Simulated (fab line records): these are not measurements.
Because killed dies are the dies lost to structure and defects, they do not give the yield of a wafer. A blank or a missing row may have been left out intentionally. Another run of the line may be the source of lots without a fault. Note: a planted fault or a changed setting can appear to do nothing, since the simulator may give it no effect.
fab line records	flow nand-harc
record: lots: 11	wafers: 33	last-day: 33
route steps=1302 shown A_CONTACT@983 END@1302
lots that met no fault: from a run of the same line without faults
start-h: start of the lot's first displayed wafer, in hours after the record's first day	wait-h: time in hours since the lot's previous step	" same as the row above	L1.1+2: one row covering several wafers at once	- either no value or no given start	* or withheld: withheld	< > ~ a bound
route shown NAME@n: NAME is a module with steps in the file, n the number in the route of the first one	usual: average and standard deviation across the fault-free wafers	same: alike in all rows	chamber/n: place in a boat	sites: the reading at each site	_std_site: how widely they spread, as a standard deviation	_edge_site: the outer-site mean with the inner-site mean subtracted	radius-mm: for every site, how far away it sits from the centre of the wafer	mask NAME#n: copy n	behind: tool/chamber where the wafer was last shaped	hold: what put the lot on hold/how long, in hours/how the hold closed	device: which transistor (n, p or np) failed to switch	end of line: the tests these same wafers got at the end of their route	a step with no rows: only its recipe	killed: dies that structure and defects cost at the first sort, which is not the same as the wafer's yield	map: dies across one wafer; x = killed, . = not, _ = none there
set.NAME: the run value of the setting; set.NAME@STEP: its run value at that earlier step	model.NAME: the simulator's own value behind a step, which no gauge read
a sample of lots followed through the steps of the route, with each step as a table and each wafer as a row
services: from which hour (start-h, from the record's first day; less than 0 if before it) a tool's chamber was out of use, for how many hours, and why
== steps ==
step: NHARC_A_CONTACT_DEP_24
recipe: target-thk-a: 5000	temp-c: 400	pressure-torr: 6.5	rf-w: 900	teos-flow-sccm: 161.4	flow-sccm: 2650	target-thk-nm: 500	gas: O2	material: SiO2
usual: chamber-pressure-Torr: 6.497/0.015	flow-sccm: 2650/8.3	heater-power-w: 548/61	rf-fwd-power-W: 899.1/2.8	throttle-valve-pct: 15.7/0.65
lot.wafer	tool	chamber	start-h	wait-h	chamber-pressure-Torr	flow-sccm	heater-power-w	rf-fwd-power-W	throttle-valve-pct
L964.3	pecvd-03	1	492.79	0.1	6.488	2629	591	897.5	15.1
L964.1	"	2	"	"	6.500	2651	466	898.5	14.7
L964.2	"	0	"	"	6.499	2652	612	899.3	16.8
L966.1	pecvd-03	2	502.28	0.2	6.492	2646	549	900.4	14.7
L966.5	"	0	"	"	6.487	2643	655	896.9	16.4
L966.4	"	2	"	"	6.484	2648	561	897.2	14.6
L968.2	pecvd-02	0	522.80	0.1	6.495	2657	548	894.8	16.6
L968.1	"	1	"	"	6.497	2649	449	900.3	15.0
L968.3	"	2	"	"	6.483	2654	470	898.8	15.0
L967.2	pecvd-04	1	522.86	0.1	6.507	2659	630	894.9	15.6
L967.6	"	1	"	"	6.522	2661	657	897.6	15.2
L967.4	"	2	"	"	6.528	2657	520	899.4	16.4
L969.3	pecvd-02	0	540.00	0.1	6.467	2659	524	895.9	16.6
L969.2	"	1	"	"	6.510	2649	438	900.0	14.8
L969.1	"	2	"	"	6.510	2650	462	896.2	15.3
L971.1	pecvd-04	2	548.18	0.1	6.498	2656	482	894.7	16.5
L971.3	"	0	"	"	6.493	2649	512	900.1	16.4
L971.5	"	2	"	"	6.498	2657	504	896.0	16.4
L975.1	pecvd-03	1	586.60	0.2	6.509	2641	641	896.1	15.1
L975.4	"	0	"	"	6.511	2662	524	897.6	16.3
L975.5	"	1	"	"	6.519	2649	513	901.2	15.4
L976.1	pecvd-03	0	604.54	0.1	6.497	2652	484	895.7	16.5
L976.2	"	1	"	"	6.503	2643	658	898.3	15.5
L976.5	"	2	"	"	6.480	2655	567	899.4	15.8
L977.2	pecvd-03	0	616.24	0.2	6.499	2656	533	895.7	16.2
L977.1	"	1	"	"	6.502	2639	594	901.1	15.5
L977.4	"	2	"	"	6.484	2651	433	901.5	15.9
L978.2	pecvd-03	2	636.71	0.1	6.492	2656	483	896.0	15.4
L978.4	"	0	"	"	6.482	2659	588	896.4	16.6
L978.5	"	1	"	"	6.498	2635	498	896.6	15.6
L987.2	pecvd-02	2	706.68	0.1	6.467	2654	496	900.3	15.4
L987.3	"	0	"	"	6.478	2637	558	899.3	16.4
L987.4	"	0	"	"	6.495	2642	568	897.8	16.1
step: NHARC_A_CONTACT_DEP_29
recipe: target-thk-a: 1000	target-thk-nm: 100	temp-c: 400	pressure-torr: 3.5	flow-sccm: 200	rf-w: 350	material: SiON
usual: chamber-pressure-Torr: 3.501/0.0075	heater-power-w: 740/54	rf-fwd-power-W: 348.7/1.1
lot.wafer	tool	chamber	start-h	wait-h	chamber-pressure-Torr	heater-power-w	rf-fwd-power-W
L964.1	pecvd-04	1	500.09	3.5	3.502	805	348.8
L964.3	"	2	"	"	3.497	688	346.6
L964.2	"	0	"	"	3.509	717	348.0
L966.1	pecvd-04	2	509.61	3.6	3.505	655	349.2
L966.4	"	1	"	"	3.495	861	349.0
L966.5	"	2	"	"	3.506	672	348.5
L968.2	pecvd-03	1	527.68	2.9	3.497	759	348.9
L968.3	"	2	"	"	3.496	731	347.5
L968.1	"	0	"	"	3.501	796	347.8
L967.2	pecvd-02	2	527.76	2.9	3.511	686	346.8
L967.4	"	1	"	"	3.496	720	351.2
L967.6	"	0	"	"	3.503	741	349.1
L969.2	pecvd-04	1	544.89	2.9	3.499	747	348.3
L969.1	"	2	"	"	3.496	768	347.3
L969.3	"	0	"	"	3.503	716	350.1
L971.3	pecvd-04	0	553.10	2.2	3.498	753	348.6
L971.1	"	1	"	"	3.507	773	348.5
L971.5	"	1	"	"	3.509	791	348.0
L975.1	pecvd-04	2	592.07	3.6	3.506	660	348.5
L975.5	"	1	"	"	3.502	796	349.9
L975.4	"	2	"	"	3.505	665	349.0
L976.2	pecvd-02	0	609.36	2.8	3.502	741	347.3
L976.1	"	1	"	"	3.503	712	348.3
L976.5	"	0	"	"	3.511	736	349.4
L977.1	pecvd-04	1	624.32	3.6	3.507	825	350.0
L977.2	"	2	"	"	3.492	725	348.8
L977.4	"	2	"	"	3.502	738	346.8
L978.2	pecvd-02	2	641.56	2.9	3.489	698	349.2
L978.4	"	1	"	"	3.511	699	349.0
L978.5	"	0	"	"	3.496	640	348.2
L987.3	pecvd-03	2	713.88	2.1	3.499	741	347.9
L987.2	"	0	"	"	3.496	796	348.7
L987.4	"	2	"	"	3.492	756	347.6
step: NHARC_A_CONTACT_ETCH_50
recipe: target-depth-a: 1210	time-s: 60.5	cf4-flow-sccm: 100	chf3-flow-sccm: 30	ar-flow-sccm: 0	rf-w: 500	bias-w: 200	chemistry: CF4/CHF3
usual: bias-w: 200.0/0.62	cf4-flow-sccm: 100.03/0.29	drypump-motor-current-A: 5.7/0.47	oes-product-au: 0.954/0.022	rf-fwd-power-W: 495.9/1.8	rf-vpp-V: 372/3.1	showerhead-plenum-p-Torr: 1.60/0.092	throttle-valve-pct: 16.802/0.0096
lot.wafer	tool	chamber	start-h	wait-h	bias-w	cf4-flow-sccm	drypump-motor-current-A	oes-product-au	rf-fwd-power-W	rf-hours-counter-h	rf-vpp-V	showerhead-plenum-p-Torr	throttle-valve-pct
L964.3	rie-diel-11	3	501.52	-	199.9	100.23	5.6	0.964	495.2	9	375	1.70	16.811
L964.2	"	0	"	"	200.1	100.23	6.3	0.960	493.0	9	367	1.50	16.801
L964.1	"	1	"	"	198.9	100.17	5.5	0.964	494.8	7	376	1.70	16.798
L966.4	rie-diel-11	2	511.01	-	199.4	100.10	5.1	0.963	499.2	9	374	1.69	16.784
L966.1	"	0	"	"	199.2	99.79	6.3	0.971	495.1	11	367	1.50	16.797
L966.5	"	3	"	"	198.7	100.45	5.6	0.980	496.1	-	375	1.70	16.804
L968.2	rie-diel-11	2	529.11	-	200.7	100.50	5.1	0.992	494.8	12	375	1.69	16.793
L968.3	"	3	"	"	200.7	99.85	5.6	0.982	494.6	12	374	1.70	16.811
L968.1	"	0	"	"	200.5	99.90	6.4	0.957	493.0	14	368	1.49	16.793
L967.4	rie-diel-01	3	529.26	-	199.9	100.14	6.8	0.916	496.2	42	374	1.69	16.787
L967.2	"	1	"	"	199.7	100.26	5.8	0.910	497.6	48	370	1.50	16.803
L967.6	"	0	"	"	199.7	100.29	5.4	0.923	497.2	-	368	1.52	16.805
L969.2	rie-diel-11	1	546.33	-	199.5	99.66	5.5	0.975	494.7	15	374	1.70	16.817
L969.3	"	3	"	"	200.1	100.53	5.6	0.976	495.9	15	376	1.70	16.802
L969.1	"	0	"	"	199.8	99.69	6.3	0.974	494.2	16	367	1.49	16.805
L971.3	rie-diel-04	2	554.50	-	200.9	100.19	5.4	0.958	496.2	3	367	1.47	16.802
L971.1	"	1	"	"	199.8	100.18	5.0	0.966	494.3	6	373	1.70	16.794
L971.5	"	2	"	"	200.7	100.03	5.4	0.955	498.0	-	368	1.47	16.797
L975.1	rie-diel-01	0	593.31	-	199.9	99.61	5.4	0.958	495.8	10	368	1.51	16.812
L975.4	"	1	"	"	200.5	99.86	5.8	0.954	497.2	9	369	1.50	16.827
L975.5	"	0	"	"	199.7	99.57	5.4	0.966	496.7	-	368	1.52	16.811
L976.1	rie-diel-01	1	610.76	-	199.6	100.22	5.8	0.971	498.4	12	368	1.50	16.812
L976.2	"	2	"	"	201.1	100.10	5.8	0.990	498.3	18	371	1.60	16.798
L976.5	"	1	"	"	200.3	99.85	5.8	0.964	498.2	-	367	1.50	16.801
L977.4	rie-diel-11	3	625.60	-	-	-	-	-	-	-	-	-	-
L977.1	"	0	"	"	-	-	-	-	-	-	-	-	-
L977.2	"	1	"	"	-	-	-	-	-	-	-	-	-
L978.4	rie-diel-11	3	643.19	-	-	-	-	-	-	-	-	-	-
L978.2	"	1	"	"	-	-	-	-	-	-	-	-	-
L978.5	"	3	"	"	-	-	-	-	-	-	-	-	-
L987.3	rie-diel-11	0	715.61	-	199.3	100.10	6.3	0.985	496.6	17	367	1.49	16.810
L987.2	"	1	"	"	200.8	100.15	5.5	0.986	491.6	14	374	1.69	16.814
L987.4	"	1	"	"	200.7	100.00	5.5	0.986	494.6	-	374	1.69	16.790
step: NHARC_A_CONTACT_ETCH_114
recipe: source-w: withheld	pressure-mtorr: 20	bias-v: 3000	time-s: 190	target-depth-a: 18500	ar-flow-sccm: withheld	c4f8-flow-sccm: withheld	o2-flow-sccm: withheld	chemistry: C4F8/O2/Ar
usual: chamber-pressure-mTorr: 20.000/0.018	oes-air-line-au: 0.999/0.019
lot.wafer	tool	chamber	start-h	wait-h	chamber-pressure-mTorr	oes-air-line-au	rf-hours-counter-h
L964.2	har-cap-etch-03	1	503.36	0.1	20.003	1.018	39
L964.1	"	0	"	"	19.998	1.010	39
L964.3	"	0	"	"	19.989	1.003	-
L966.1	har-cap-etch-02	1	512.88	0.1	20.019	1.026	83
L966.4	"	0	"	"	20.005	0.995	-
L966.5	"	0	"	"	19.988	0.971	-
L968.2	har-cap-etch-02	0	530.97	0.1	19.996	1.007	86
L968.1	"	1	"	"	20.008	1.028	86
L968.3	"	0	"	"	20.017	0.965	-
L967.2	har-cap-etch-03	0	531.12	0.1	20.002	1.000	47
L967.4	"	0	"	"	19.978	1.003	-
L967.6	"	1	"	"	19.994	1.017	-
L969.2	har-cap-etch-03	0	548.17	0.1	19.978	1.014	49
L969.1	"	1	"	"	19.957	0.996	49
L969.3	"	1	"	"	20.013	0.986	-
L971.1	har-cap-etch-03	0	556.38	0.1	19.998	1.039	51
L971.3	"	1	"	"	20.016	0.989	-
L971.5	"	1	"	"	19.990	0.970	-
L975.1	har-cap-etch-02	1	595.35	0.2	20.031	0.974	98
L975.4	"	0	"	"	20.004	1.005	-
L975.5	"	0	"	"	19.996	1.001	-
L976.2	har-cap-etch-01	0	612.63	0.1	20.015	1.017	19
L976.1	"	1	"	"	19.984	0.990	19
L976.5	"	1	"	"	20.015	1.002	-
L977.2	har-cap-etch-03	1	627.44	0.1	19.984	0.978	63
L977.1	"	0	"	"	20.033	1.008	63
L977.4	"	0	"	"	20.011	1.033	-
L978.2	har-cap-etch-03	0	645.22	0.2	19.972	0.968	66
L978.4	"	0	"	"	20.013	0.989	-
L978.5	"	0	"	"	20.008	0.976	-
L987.2	har-cap-etch-02	1	717.77	0.1	19.998	0.972	120
L987.3	"	0	"	"	20.014	0.967	-
L987.4	"	1	"	"	20.002	0.966	-
step: NHARC_END_SORT_01
recipe: temp-c: 25
usual: killed-at-array: 61/23	killed-at-other: 1.3/1.4	killed-at-periphery: 4.0/2.6	killed-dies: 66/22	killed-open: 3.4/1.8	killed-short: 2.3/1.4
same: gross-dies: 677
lot.wafer	tool	chamber	start-h	wait-h	hold	killed-at-array	killed-at-other	killed-at-periphery	killed-dies	killed-open	killed-short
L977.1	prober-02	0	694.16	2.5	await-dispo/0.5h/scrap	671	0	6	677	4	3
L977.2	prober-02	0	694.96	2.8	await-dispo/0.5h/scrap	673	0	4	677	7	1
L977.4	prober-02	0	696.54	3.4	await-dispo/0.5h/scrap	669	1	7	677	9	2
L978.2	prober-01	0	723.46	2.8	await-dispo/1.7h/scrap	675	0	2	677	2	1
L978.4	prober-01	0	725.06	3.4	await-dispo/1.7h/scrap	672	1	4	677	6	2
L978.5	prober-01	0	725.86	3.7	await-dispo/1.7h/scrap	673	0	4	677	6	5
L987.2	prober-01	0	780.64	2.8	-	28	2	4	34	5	2
L987.3	prober-01	0	781.44	3.1	-	43	3	3	49	1	3
L987.4	prober-01	0	782.23	3.4	-	40	1	1	42	4	1
killed by level:class
L977.1 A_CONTACT:area-etch=620 A_CHANNEL_HOLE_D1:chamber-film-flake=36 A_STAIRCASE:chamber-film-flake=3 A_M0:geometric-particle:open=2 P_GATE:chamber-film-flake=2 A_ZERO_WELL:chamber-film-flake=2 A_CONTACT:chamber-film-flake=2 P_CONTACT:geometric-particle:open=1
L977.2 A_CONTACT:area-etch=611 A_CHANNEL_HOLE_D1:chamber-film-flake=37 A_STAIRCASE:chamber-film-flake=7 A_CHANNEL_FILL_D2:geometric-particle:open=5 A_BONDPAD:chamber-film-flake=4 P_GATE:chamber-film-flake=2 A_ONON_D2:geometric-particle:open=1 A_CHANNEL_FILL_D2:geometric-particle:short=1
L977.4 A_CONTACT:area-etch=611 A_CHANNEL_HOLE_D1:chamber-film-flake=32 A_STAIRCASE:chamber-film-flake=9 A_ZERO_WELL:chamber-film-flake=4 A_BONDPAD:chamber-film-flake=4 P_CONTACT:geometric-particle:open=2 P_ZERO_WELL:chamber-film-flake=2 P_M0:geometric-particle:open=1
L978.2 A_CONTACT:area-etch=611 A_CHANNEL_HOLE_D1:chamber-film-flake=31 A_CHANNEL_HOLE_D2:chamber-film-flake=24 A_SLIT:chamber-film-flake=3 A_STAIRCASE:chamber-film-flake=3 A_CONTACT:chamber-film-flake=2 P_CONTACT:geometric-particle:open=1 P_M2:geometric-particle:short=1
L978.4 A_CONTACT:area-etch=600 A_CHANNEL_HOLE_D1:chamber-film-flake=31 A_CHANNEL_HOLE_D2:chamber-film-flake=20 A_SLIT:chamber-film-flake=6 A_STAIRCASE:chamber-film-flake=5 A_CONTACT:chamber-film-flake=3 A_ONON_D1:geometric-particle:open=2 P_STI:geometric-particle:short=1
L978.5 A_CONTACT:area-etch=591 A_CHANNEL_HOLE_D1:chamber-film-flake=38 A_CHANNEL_HOLE_D2:chamber-film-flake=27 A_DECK1_JOINT:geometric-particle:open=3 A_SLIT:chamber-film-flake=3 A_ONON_D2:geometric-particle:short=2 P_M2:chamber-film-flake=2 A_CONTACT:chamber-film-flake=2
L987.2 A_CHANNEL_HOLE_D1:chamber-film-flake=12 A_CONTACT:chamber-film-flake=6 A_SLIT:chamber-film-flake=4 A_ZERO_WELL:chamber-film-flake=2 P_M0:geometric-particle:open=1 P_M1:geometric-particle:open=1 P_M2:geometric-particle:open=1 A_ONON_D1:geometric-particle:short=1
L987.3 A_CHANNEL_HOLE_D1:chamber-film-flake=21 A_CONTACT:chamber-film-flake=7 A_SLIT:chamber-film-flake=6 A_WL_FILL:chamber-film-flake=4 A_CHANNEL_FILL_D2:chamber-film-flake=2 HYBRID_BOND:latent=2 P_CONTACT:geometric-particle:open=1 P_M0:geometric-particle:short=1
L987.4 A_CHANNEL_HOLE_D1:chamber-film-flake=18 A_SLIT:chamber-film-flake=8 A_CONTACT:chamber-film-flake=6 A_CHANNEL_FILL_D1:chamber-film-flake=2 A_CHANNEL_FILL_D2:chamber-film-flake=2 P_GATE:geometric-particle:open=1 A_ONON_D2:geometric-particle:open=1 A_CHANNEL_FILL_D2:geometric-particle:open=1
== services ==
tool	chamber	start-h	hours	kind
har-cap-etch-01	-	497.00	17.0	pm
rie-diel-04	0	508.72	4.9	repair
pecvd-04	-	517.31	0.7	repair
rie-diel-11	3	518.81	2.8	repair
rie-diel-04	-	533.00	9.0	pm
pecvd-03	-	538.63	3.2	repair
pecvd-02	2	540.72	2.1	repair
pecvd-03	-	547.25	13.0	pm
pecvd-03	0	547.25	13.0	vent-cycle
pecvd-03	1	547.25	13.0	vent-cycle
pecvd-03	2	547.25	27.2	vent-cycle
rie-diel-01	-	557.93	9.0	pm
pecvd-03	0	560.25	-	clean
pecvd-03	1	560.25	-	clean
pecvd-02	-	589.11	13.0	pm
rie-diel-01	1	598.73	6.5	repair
rie-diel-11	-	609.50	9.0	pm
pecvd-02	1	630.30	4.9	repair
pecvd-04	-	631.54	13.0	pm
pecvd-04	0	631.54	13.0	vent-cycle
pecvd-04	1	631.54	13.0	vent-cycle
rie-diel-01	3	640.82	3.7	repair
rie-diel-11	1	656.67	20.0	repair
rie-diel-04	-	710.00	9.0	pm
== key ==
first-sign: step: NHARC_A_CONTACT_ETCH_50	reading: tool-record	direction: missing
effect: step: NHARC_END_SORT_01	reading: killed-dies	direction: up	sigmas: 27	usual: 66	struck: 677
more-kills-born-at: NHARC_A_CONTACT_ETCH_50@rie-diel-11: 3644
met-at NHARC_A_CONTACT_ETCH_50
struck-lots L977,L978
later-rows-left-out L977.1,L977.2,L977.4,L978.2,L978.4,L978.5
tester-left-out L977,L978
not-acting-at NHARC_A_CONTACT_DEP_24,NHARC_A_CONTACT_DEP_29,NHARC_A_CONTACT_ETCH_114
onset-between 546.33 625.60
fault: kind: skipped-step-whole	tool: rie-diel-11	chamber: -	onset-h: 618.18	steps: NHARC_A_CONTACT_ETCH_50	scope: struck-lots-only
tester-left-out: of these lots the tester's yield and bins aren't shown, on N5 and GAA mostly nor the transistor test; their killed dies are dies lost to structure and defects alone, not to doping, threshold or leakage, so they don't give the yield
later-rows-left-out: the simulator's readings of these wafers behind a module that went badly wrong aren't trusted and aren't shown, but for the sort
